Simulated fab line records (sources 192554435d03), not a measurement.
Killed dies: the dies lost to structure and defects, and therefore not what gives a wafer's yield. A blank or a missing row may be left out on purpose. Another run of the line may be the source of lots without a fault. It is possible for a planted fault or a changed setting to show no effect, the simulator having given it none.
A single fault, viewed from 3 desks -- flow n5-finfet -- only its own numbers are on each desk; what lay behind them is given at the end

== THE DEFECT DESK ==
Per lot, the means of the sampled wafers with a number show what the inspections along the route counted. A lot is out of limits, marked OUT, if its mean lies more than 4 standard deviations from the usual mean; the brackets give that distance.
Columns: A = raw-defect-count at N5_START_INSPECT_01, usual 5.6; B = raw-defect-count at N5_ZERO_LAYER_INSPECT_20, usual 35
lot,first seen here,A,B
L434,day 1 12:02,5.3,48
L435,day 1 18:02,5.0,24
L437,day 2 06:02,7.0,40
L438,day 2 12:02,3.3,33
L439,day 2 18:02,7.7,48
L442,day 3 12:02,6.3,76
L443,day 3 18:02,7.0,24
L449,day 5 06:02,4.7,19
L452,day 6 00:02,5.7,18
L457,day 7 06:02,4.3,11
Result from this desk: across the 10 lots, nothing is out of limits.

== TOOL OWNER'S DESK, rie-diel-02 ==
The tool's own readings at N5_PMOS_HMC_CHANNEL_EPI_ETCH_32 (etches BARC in N2/H2, stops on SiO2, target depth 85.8 nm, time 50.3 s): means of the sampled wafers that have a number, for each lot that ran on this tool. A lot is out of limits, marked OUT, if its mean lies more than 4 standard deviations from the usual mean; the brackets give that distance.
Columns: A = bias-w at N5_PMOS_HMC_CHANNEL_EPI_ETCH_32, usual 149.9 W; B = drypump-motor-current-A at N5_PMOS_HMC_CHANNEL_EPI_ETCH_32, usual 5.6 A; C = h2-flow-sccm at N5_PMOS_HMC_CHANNEL_EPI_ETCH_32, usual 200.0 sccm; D = oes-product-au at N5_PMOS_HMC_CHANNEL_EPI_ETCH_32, usual 0.64 a.u.; E = rf-vpp-V at N5_PMOS_HMC_CHANNEL_EPI_ETCH_32, usual 523.2 V; F = showerhead-plenum-p-Torr at N5_PMOS_HMC_CHANNEL_EPI_ETCH_32, usual 2.52 Torr; G = throttle-valve-pct at N5_PMOS_HMC_CHANNEL_EPI_ETCH_32, usual 17.93 %
lot,first seen here,A,B,C,D,E,F,G
L434,day 1 17:15,149.9,5.8,200.2,0.65,523.1,2.50,17.94
L442,day 3 17:53,149.6,5.7,200.1,0.64,523.3,2.50,17.84
L443,day 3 23:21,149.9,5.5,199.6,0.64,523.4,2.56,17.86
L449,day 5 12:10,148.1 (-4.3) OUT,5.8,200.0,0.63,518.6,2.49,17.86
L452,day 6 06:36,147.9 (-4.8) OUT,5.7,200.3,0.62,518.0,2.49,17.87
Finding of this desk: L449, L452 out of limits; the first was L449 at day 5 12:10, on bias-w at N5_PMOS_HMC_CHANNEL_EPI_ETCH_32. Within limits: L434, L442, L443.

== METROLOGY DESK ==
What the gauges read for every lot (on any tool): the sampled wafers with a number, averaged. A lot is out of limits, marked OUT, if its mean lies more than 4 standard deviations from the usual mean; the brackets give that distance. It has 11 readings; the 7 that lie furthest out on some lot are the ones shown.
Columns: A = cd-nm at N5_WELL_APT_CD_MEAS_08, usual 200.5 nm; B = DIBL_N at N5_BEOL_M4_RC_MEAS_101, usual 36.0 mV/V; C = DIBL_P at N5_BEOL_M4_RC_MEAS_101, usual 36.2 mV/V; D = IOFF_N at N5_BEOL_M4_RC_MEAS_101, usual 0.154 nA/um; E = IOFF_P at N5_BEOL_M4_RC_MEAS_101, usual 0.21 nA/um; F = SS_P at N5_BEOL_M4_RC_MEAS_101, usual 73.2 mV/dec; G = VT_P at N5_BEOL_M4_RC_MEAS_101, usual -251 mV
lot,first seen here,A,B,C,D,E,F,G
L434,day 1 13:41,199.3,36.0,35.5,0.156,0.26,73.5,-243
L435,day 1 19:41,199.9,37.4,36.8,0.166,0.23,73.6,-248
L437,day 2 07:35,202.0,35.1,34.3,0.132,0.18,72.9,-254
L438,day 2 13:56,201.6,36.7,37.4,0.164,0.21,73.1,-248
L439,day 2 19:43,200.9,36.9,38.7,0.164,0.20,73.6,-251
L442,day 3 13:34,201.6,33.8,35.1,0.124,0.18,72.3,-252
L443,day 3 19:34,198.5,36.3,35.6,0.150,0.20,73.4,-252
L449,day 5 07:48,198.7,36.1,35.4,0.145,0.23,73.1,-247
L452,day 6 02:42,199.8,37.8,37.4,0.191,0.24,73.8,-248
L457,day 7 07:34,200.5,36.6,37.1,0.162,0.22,73.2,-251
Result from this desk: across the 10 lots, nothing is out of limits.

== ALL TOGETHER ==
The tool owner's desk could have raised an alarm at day 5 12:10, on L449, L452.
Nothing out of limits was seen by the defect desk.
Nothing out of limits was seen by the metrology desk.
The defect desk has L449, L452 on record, within its limits.
The metrology desk holds a record of L449, L452, inside its limits.
Every lot named ran N5_PMOS_HMC_CHANNEL_EPI_ETCH_32 on rie-diel-02.

== WHAT THE SIMULATOR PUT IN ==
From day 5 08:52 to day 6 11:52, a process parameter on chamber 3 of rie-diel-02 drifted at N5_PMOS_HMC_CHANNEL_EPI_ETCH_32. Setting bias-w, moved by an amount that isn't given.
Struck lots among those shown: L449, L452.
Time in hours from fault onset to the first out-of-limits reading at each desk: the tool owner's desk, 3.
